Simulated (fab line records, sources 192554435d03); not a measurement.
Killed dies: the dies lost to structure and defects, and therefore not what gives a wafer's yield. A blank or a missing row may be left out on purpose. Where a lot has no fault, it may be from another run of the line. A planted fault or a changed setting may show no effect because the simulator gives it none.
fab line records	flow n5_finfet
record: lots: 10	wafers: 30	last_day: 17
route steps=1938 shown HKMG_FIN@385 BEOL_M4@1099 BEOL_M5@1112 PASSIVATION@1936
lots with no fault: from the same line, run without faults
start_h: start of the lot's first displayed wafer, in hours after the record's first day	wait_h: hours from the lot's prior step to this one	" the same as in the row above	L1.1+2: several wafers, shown together as one row	- value missing, or start not given	* or withheld: withheld	< > ~ a bound
route shown NAME@n: NAME is a module with steps in the file, n the number in the route of the first one	usual: mean/standard deviation taken from wafers without a fault	same: alike in all rows	chamber/n: place in a boat	sites: each site's reading	_std_site: standard deviation across them	_edge_site: outer sites' mean less inner sites'	radius_mm: how far each site lies from the wafer's centre	mask NAME#n: copy n	behind: the last tool/chamber to shape the wafer	hold: the reason the lot was held/the length of the hold in hours/how it ended	device: which transistor (n, p or np) failed to switch	end of line: the tests these same wafers got at the end of their route	step lacking rows: just its recipe	killed: dies lost to structure and defects at the first sort, not the wafer's yield	map: a wafer's dies, x killed, . not, _ none there
set.NAME: the setting that was run; set.NAME@STEP: the one run at that earlier step	model.NAME: the simulator's own value behind a step, which no gauge read
steps of the route over a sample of lots; a table a step, a row a wafer
services: a tool's chamber out of use, with start hour (start_h, from the record's first day; less than 0 if before it), hours out, and reason
== steps ==
step: N5_HKMG_FIN_IL_REGROW_00
recipe: material: SiO2	target_thk_a: 7.5	chemistry: O3	temp_c: withheld	time_s: 30
lot.wafer	tool	chamber	start_h	wait_h
L729.3+5+6	ald_hk-02	2,0,3	77.88	0.0
L731.2+4+5	ald_hk-02	2,0,0	90.68	0.0
L732.1+3+5	ald_hk-02	3,1,3	95.86	0.0
L733.3+4+6	ald_hk-03	1,0,2	101.71	0.0
L736.1+3+4	ald_hk-03	1,2,3	119.63	0.0
L737.1+3+6	ald_hk-02	3,1,2	125.44	0.0
L738.1+3+4	ald_hk-02	3,2,1	133.82	0.0
L746.1+2+6	ald_hk-02	0,3,0	178.52	0.0
L747.1+3+6	ald_hk-02	1,0,1	185.12	0.0
L748.1+3+4	ald_hk-01	0,3,1	191.79	0.0
step: N5_BEOL_M4_ANNEAL_95
recipe: temp_c: 400	time_s: 240	ambient: vacuum
usual: heater_power_w: 839/93	susceptor_temp_C: 400.01/0.25
lot.wafer	tool	chamber	start_h	wait_h	heater_power_w	susceptor_temp_C
L729.3	pvd_sputter-01	-	168.30	0.0	969	400.23
L729.5	"	-	"	"	781	399.93
L729.6	"	-	"	"	940	399.95
L732.1	pvd_sputter-03	-	186.24	0.0	686	400.05
L732.3	"	-	"	"	907	399.95
L732.5	"	-	"	"	955	399.88
L731.2	pvd_sputter-02	-	187.85	0.0	889	400.02
L731.4	"	-	"	"	897	400.24
L731.5	"	-	"	"	819	400.60
L733.3	pvd_sputter-01	-	191.94	0.0	923	399.73
L733.4	"	-	"	"	779	400.02
L733.6	"	-	"	"	943	399.84
L736.1	pvd_sputter-01	-	226.05	0.0	930	400.05
L736.3	"	-	"	"	784	399.79
L736.4	"	-	"	"	766	399.94
L737.1	pvd_sputter-03	-	229.92	0.0	977	400.12
L737.3	"	-	"	"	923	400.00
L737.6	"	-	"	"	980	400.12
L738.1	pvd_sputter-02	-	233.15	0.0	864	399.82
L738.3	"	-	"	"	836	399.96
L738.4	"	-	"	"	758	400.45
L746.1	pvd_sputter-01	-	283.48	0.0	931	399.94
L746.2	"	-	"	"	701	400.24
L746.6	"	-	"	"	759	400.09
L747.1	pvd_sputter-03	-	288.26	0.0	948	399.74
L747.3	"	-	"	"	953	399.76
L747.6	"	-	"	"	677	399.97
L748.1	pvd_sputter-01	-	292.00	0.0	766	399.64
L748.3	"	-	"	"	922	399.50
L748.4	"	-	"	"	763	400.17
step: N5_BEOL_M4_INSPECT_59
recipe: inspect_instrument: darkfield	mode: post_dep
usual: raw_defect_count: 71/18
lot.wafer	tool	chamber	start_h	wait_h	raw_defect_count
L729.3	defect_inspect-02	-	169.73	0.0	93
L729.5	"	-	"	"	66
L729.6	"	-	"	"	59
L732.1	defect_inspect-01	-	187.52	0.0	66
L732.3	"	-	"	"	84
L732.5	"	-	"	"	55
L731.2	defect_inspect-01	-	189.09	0.0	55
L731.4	"	-	"	"	76
L731.5	"	-	"	"	77
L733.3	defect_inspect-02	-	193.41	0.0	58
L733.4	"	-	"	"	119
L733.6	"	-	"	"	44
L736.1	defect_inspect-02	-	227.31	0.0	56
L736.3	"	-	"	"	85
L736.4	"	-	"	"	49
L737.1	defect_inspect-01	-	231.67	0.0	102
L737.3	"	-	"	"	108
L737.6	"	-	"	"	74
L738.1	defect_inspect-01	-	234.44	0.0	60
L738.3	"	-	"	"	60
L738.4	"	-	"	"	72
L746.1	defect_inspect-02	-	284.70	0.0	97
L746.2	"	-	"	"	74
L746.6	"	-	"	"	87
L747.1	defect_inspect-02	-	289.48	0.0	92
L747.3	"	-	"	"	38
L747.6	"	-	"	"	53
L748.1	defect_inspect-02	-	293.21	0.0	86
L748.3	"	-	"	"	54
L748.4	"	-	"	"	55
step: N5_BEOL_M4_RC_MEAS_101
usual: DIBL_N: 36.1/1.3	DIBL_P: 36.1/1.7	IGATE_N: 0.0129/0.0015	IGATE_P: 0.0038/0.00045	IOFF_N: 0.154/0.022	IOFF_P: 0.201/0.024	ION_N: 675/8.9	ION_P: 462/5.9	SS_N: 71.5/0.49	SS_P: 73.3/0.58	VT_N: 250.0/2.7	VT_P: -251.3/2.7
lot.wafer	tool	chamber	start_h	wait_h	DIBL_N[mV/V]	DIBL_P[mV/V]	IGATE_N[nA/um]	IGATE_P[nA/um]	IOFF_N[nA/um]	IOFF_P[nA/um]	ION_N[uA/um]	ION_P[uA/um]	SS_N[mV/dec]	SS_P[mV/dec]	VT_N[mV]	VT_P[mV]
L729.3	prober-02	0	170.07	0.3	34.0	33.8	0.0130	0.0038	0.133	0.171	662	449	71.7	72.9	250.9	-255.2
L729.5	"	0	"	"	33.7	33.7	0.0136	0.0040	0.128	0.170	672	464	71.9	73.1	254.0	-254.0
L729.6	"	0	"	"	33.8	33.5	0.0115	0.0034	0.129	0.167	662	456	71.2	72.6	252.7	-255.0
L732.1	prober-01	0	187.55	0.0	36.1	37.1	0.0129	0.0039	0.179	0.224	685	463	71.1	73.4	247.2	-246.5
L732.3	"	0	"	"	35.2	35.6	0.0128	0.0038	0.158	0.199	682	461	71.2	73.2	248.8	-250.6
L732.5	"	0	"	"	34.5	35.4	0.0137	0.0040	0.144	0.200	669	465	71.1	73.5	252.7	-250.5
L731.2	prober-02	0	189.27	0.2	37.6	37.2	0.0141	0.0043	0.164	0.216	681	468	71.6	73.5	250.3	-249.2
L731.4	"	0	"	"	38.4	38.5	0.0123	0.0037	0.181	0.235	684	468	72.1	73.9	248.3	-249.2
L731.5	"	0	"	"	35.2	34.9	0.0133	0.0040	0.134	0.184	681	466	71.5	73.4	252.3	-253.5
L733.3	prober-01	0	193.75	0.3	35.5	35.7	0.0124	0.0038	0.139	0.213	673	460	72.1	73.3	251.8	-249.5
L733.4	"	0	"	"	35.4	34.5	0.0141	0.0044	0.133	0.200	656	459	71.7	72.9	253.1	-248.3
L733.6	"	0	"	"	35.1	34.4	0.0134	0.0041	0.133	0.200	663	461	71.3	72.8	249.9	-248.9
L736.1	prober-01	0	227.34	0.0	35.2	35.5	0.0122	0.0035	0.131	0.189	672	461	71.0	73.0	251.7	-250.1
L736.3	"	0	"	"	36.0	35.5	0.0134	0.0039	0.134	0.192	668	463	71.3	72.4	250.1	-248.9
L736.4	"	0	"	"	36.5	36.9	0.0159	0.0047	0.146	0.214	676	465	71.0	73.2	249.3	-249.1
L737.1	prober-02	0	231.69	0.0	35.2	34.1	0.0129	0.0038	0.136	0.174	662	452	71.4	72.9	253.5	-250.5
L737.3	"	0	"	"	35.0	35.0	0.0140	0.0041	0.151	0.192	672	460	71.7	73.4	252.1	-250.9
L737.6	"	0	"	"	36.8	36.7	0.0120	0.0036	0.176	0.218	679	462	71.6	74.1	247.8	-250.6
L738.1	prober-01	0	234.47	0.0	36.3	35.6	0.0110	0.0033	0.127	0.182	662	455	71.1	72.7	252.8	-253.7
L738.3	"	0	"	"	37.7	37.2	0.0129	0.0039	0.162	0.205	672	460	71.3	74.0	249.4	-252.9
L738.4	"	0	"	"	34.9	33.8	0.0114	0.0034	0.116	0.165	664	455	70.9	72.9	253.7	-253.3
L746.1	prober-02	0	284.72	0.0	35.5	36.1	0.0188	0.0056	0.134	0.175	671	458	70.8	73.5	250.8	-252.8
L746.2	"	0	"	"	36.6	36.9	0.0110	0.0032	0.141	0.189	667	456	71.6	73.5	252.9	-256.0
L746.6	"	0	"	"	34.9	35.4	0.0121	0.0036	0.122	0.162	659	453	70.7	72.5	253.9	-256.0
L747.1	prober-01	0	289.51	0.0	34.9	34.9	0.0179	0.0053	0.143	0.189	679	467	71.7	72.5	249.9	-252.8
L747.3	"	0	"	"	33.7	32.6	0.0163	0.0048	0.115	0.156	670	458	71.2	72.7	252.8	-253.0
L747.6	"	0	"	"	36.5	36.5	0.0109	0.0032	0.167	0.208	680	468	72.3	73.0	248.5	-249.7
L748.1	prober-02	0	293.24	0.0	38.8	38.7	0.0116	0.0035	0.206	0.234	693	465	72.0	74.5	246.4	-251.8
L748.3	"	0	"	"	38.5	38.0	0.0126	0.0039	0.195	0.228	696	471	71.5	74.8	247.9	-251.2
L748.4	"	0	"	"	36.1	35.9	0.0129	0.0039	0.144	0.182	675	458	71.0	73.2	250.5	-255.0
step: N5_BEOL_M5_ILD_DEP_00
recipe: material: SiCOH_lowk	target_thk_a: 1406.4	temp_c: 300	precursor: DEMS/porogen	pressure_torr: 5	rf_w: 500	time_s: 25.9
usual: heater_power_w: 289/45	showerhead_plenum_p_Torr: 5.724/0.024	susceptor_temp_C: 300.02/0.17	throttle_valve_pct: 14.1/0.97
lot.wafer	tool	chamber	start_h	wait_h	heater_power_w	showerhead_plenum_p_Torr	susceptor_temp_C	throttle_valve_pct
L729.3	pecvd-03	2	170.72	0.5	299	5.758	300.10	12.9
L729.5	"	0	"	"	300	5.712	299.98	13.8
L729.6	"	1	"	"	341	5.744	300.01	14.2
L732.1	pecvd-01	0	188.51	0.8	330	5.707	300.40	15.7
L732.3	"	2	"	"	258	5.711	299.90	13.4
L732.5	"	0	"	"	331	5.698	300.29	15.9
L731.2	pecvd-03	2	190.09	0.7	375	5.761	299.83	13.0
L731.4	"	0	"	"	346	5.684	299.73	13.3
L731.5	"	2	"	"	295	5.763	299.85	13.1
L733.3	pecvd-03	0	194.40	0.5	287	5.703	300.01	13.7
L733.4	"	2	"	"	295	5.753	299.89	12.9
L733.6	"	0	"	"	290	5.675	299.88	14.0
L736.1	pecvd-02	2	228.30	0.8	238	5.738	299.95	14.2
L736.3	"	0	"	"	271	5.735	299.76	13.5
L736.4	"	1	"	"	328	5.716	299.90	13.6
L737.1	pecvd-03	0	232.67	0.8	343	5.685	299.92	13.9
L737.3	"	2	"	"	316	5.752	300.06	12.4
L737.6	"	0	"	"	336	5.679	299.97	13.6
L738.1	pecvd-01	1	235.44	0.8	253	5.734	300.27	15.2
L738.3	"	0	"	"	267	5.713	300.11	15.5
L738.4	"	0	"	"	276	5.700	299.95	15.8
L746.1	pecvd-02	1	285.69	0.8	336	5.709	299.83	12.9
L746.2	"	0	"	"	286	5.734	300.06	13.5
L746.6	"	0	"	"	295	5.739	300.17	13.3
L747.1	pecvd-01	1	290.48	0.8	269	5.726	300.11	15.2
L747.3	"	0	"	"	292	5.692	300.18	15.6
L747.6	"	0	"	"	293	5.713	300.11	15.6
L748.1	pecvd-02	2	294.20	0.8	216	5.722	300.04	14.1
L748.3	"	0	"	"	308	5.755	299.99	13.1
L748.4	"	2	"	"	213	5.731	299.90	13.9
step: N5_PASSIVATION_PROBE_49
usual: defect_limited_yield: 90.9/1.3	killed_at_M0_to_M3: 35/10	killed_at_M4_up: 15/5.7	killed_at_contacts: 14/6.4	killed_at_front_end: 40/11	killed_at_other: 4/3.1	killed_dies: 108/16	killed_open: 71/11	killed_short: 34/7.7	sort_bin_5_function: 5.4/0.9	sort_bin_6_memory: 3.4/0.61	sort_n_pass: 1072/16	sort_yield_pct: 90.9/1.3
same: gross_dies: 1180	killed_at_back_side: 0	sort_bin_4_leakage[%]: 0	sort_bin_8_speed[%]: 0
lot.wafer	tool	chamber	start_h	wait_h	defect_limited_yield[%]	killed_at_M0_to_M3	killed_at_M4_up	killed_at_contacts	killed_at_front_end	killed_at_other	killed_dies	killed_open	killed_short	sort_bin_5_function[%]	sort_bin_6_memory[%]	sort_n_pass	sort_yield_pct[%]
L733.3	prober-01	-	295.43	0.1	89.2	48	21	9	44	6	128	86	38	6.7	3.6	1052	89.2
L733.4	prober-01	-	295.48	0.2	91.6	41	15	12	29	2	99	65	31	5.4	2.9	1081	91.6
L733.6	prober-01	-	295.58	0.3	91.4	46	15	6	33	1	101	64	35	5.3	3.1	1079	91.4
L731.2	prober-02	-	298.70	0.1	91.7	33	13	16	31	5	98	58	37	4.8	3.1	1082	91.7
L731.4	prober-02	-	298.80	0.2	91.4	28	24	10	29	10	101	62	36	5.1	3.3	1079	91.4
L731.5	prober-02	-	298.85	0.2	92.1	29	14	9	34	7	93	59	29	4.3	3.2	1087	92.1
killed by level:class
L733.3 BEOL_M4:geometric_particle:open=12 BEOL_M0_SAQP:geometric_particle:short=11 FIN_SAQP:geometric_particle:open=10 STI_FIN_REVEAL:geometric_particle:open=9 MOL_CONTACT_COAG:geometric_particle:open=9 FIN_SAQP:geometric_particle:short=8 BEOL_M0:geometric_particle:open=8 BEOL_M3:geometric_particle:open=7
L733.4 BEOL_M2:geometric_particle:open=13 MOL_CONTACT_COAG:geometric_particle:open=10 BEOL_M3:geometric_particle:open=9 STI_FIN_REVEAL:geometric_particle:open=8 FIN_SAQP:geometric_particle:open=6 FIN_SAQP:geometric_particle:short=5 BEOL_M0_SAQP:geometric_particle:short=5 BEOL_M4:geometric_particle:open=5
L733.6 BEOL_M3:geometric_particle:open=13 FIN_SAQP:geometric_particle:open=10 FIN_SAQP:geometric_particle:short=8 BEOL_M2:geometric_particle:open=7 BEOL_M1:geometric_particle:short=6 BEOL_M0_SAQP:geometric_particle:open=6 BEOL_M4:geometric_particle:open=6 STI_FIN_REVEAL:geometric_particle:open=4
L731.2 MOL_CONTACT_COAG:geometric_particle:open=10 FIN_SAQP:geometric_particle:open=8 BEOL_M0_SAQP:geometric_particle:short=8 BEOL_M3:geometric_particle:open=7 FIN_SAQP:geometric_particle:short=6 BEOL_M0_SAQP:geometric_particle:open=5 BEOL_M2:geometric_particle:open=5 BEOL_M5:geometric_particle:open=5
L731.4 BEOL_M4:geometric_particle:open=9 MOL_CONTACT_COAG:geometric_particle:open=8 BEOL_M3:geometric_particle:open=8 FIN_SAQP:geometric_particle:open=5 BEOL_M2:geometric_particle:open=5 FIN_SAQP:geometric_particle:short=4 ILD0:geometric_particle:short=4 GATE_CUT:geometric_particle:short=4
L731.5 FIN_SAQP:geometric_particle:open=9 BEOL_M0_SAQP:geometric_particle:open=9 BEOL_M3:geometric_particle:open=9 BEOL_M2:geometric_particle:open=8 MOL_CONTACT_COAG:geometric_particle:open=7 FIN_SAQP:geometric_particle:short=5 BEOL_M4:geometric_particle:open=5 STARTING-WAFER:geometric_particle:short=5
== services ==
tool	chamber	start_h	hours	kind
pecvd-03	-	59.53	0.8	repair
pecvd-01	-	60.72	2.8	pm
pecvd-02	-	61.71	3.7	repair
ald_hk-01	-	83.28	0.6	repair
pvd_sputter-03	-	84.08	5.1	repair
pecvd-01	1	90.44	5.9	repair
ald_hk-01	-	103.91	1.3	repair
pecvd-01	1	140.49	5.0	scheduled_down
pvd_sputter-02	-	174.26	5.0	repair
pecvd-03	1	175.64	10.2	repair
pecvd-02	-	181.53	0.9	repair
pecvd-01	-	189.49	2.2	repair
ald_hk-01	-	194.43	1.7	repair
pecvd-03	2	202.38	-	clean
pecvd-03	2	202.38	-	consumable_replace:showerhead
pecvd-03	2	202.38	29.0	scheduled_down
pecvd-03	2	202.38	29.0	vent_cycle
pecvd-01	0	217.93	1.7	repair
pecvd-02	-	229.79	2.9	repair
ald_hk-01	-	231.25	8.7	pm
pecvd-02	1	242.70	-	clean
pecvd-02	1	242.70	29.5	scheduled_down
pecvd-02	1	242.70	29.5	vent_cycle
pecvd-02	1	272.20	5.5	scheduled_down
== key ==
first_sign: step: N5_BEOL_M4_RC_MEAS_101	reading: IGATE_N	direction: up	sigmas: 3.2	usual: 0.0129	struck: 0.0177
effect: step: N5_BEOL_M4_RC_MEAS_101	reading: IGATE_P	direction: up	sigmas: 3.2	usual: 0.0038	struck: 0.0052
met_at N5_HKMG_FIN_IL_REGROW_00
struck_lots L746,L747
struck_wafers L746.1,L747.1,L747.3
not_acting_at N5_BEOL_M4_ANNEAL_95,N5_BEOL_M4_INSPECT_59,N5_BEOL_M5_ILD_DEP_00
onset_between 133.82 178.52
fault: kind: process_parameter_drift	tool: ald_hk-02	chamber: -	onset_h: 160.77	steps: N5_HKMG_FIN_IL_REGROW_00	channel: time_s	offset: *	shape: step	end_h: 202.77	scope: struck_wafers_only	stated: *
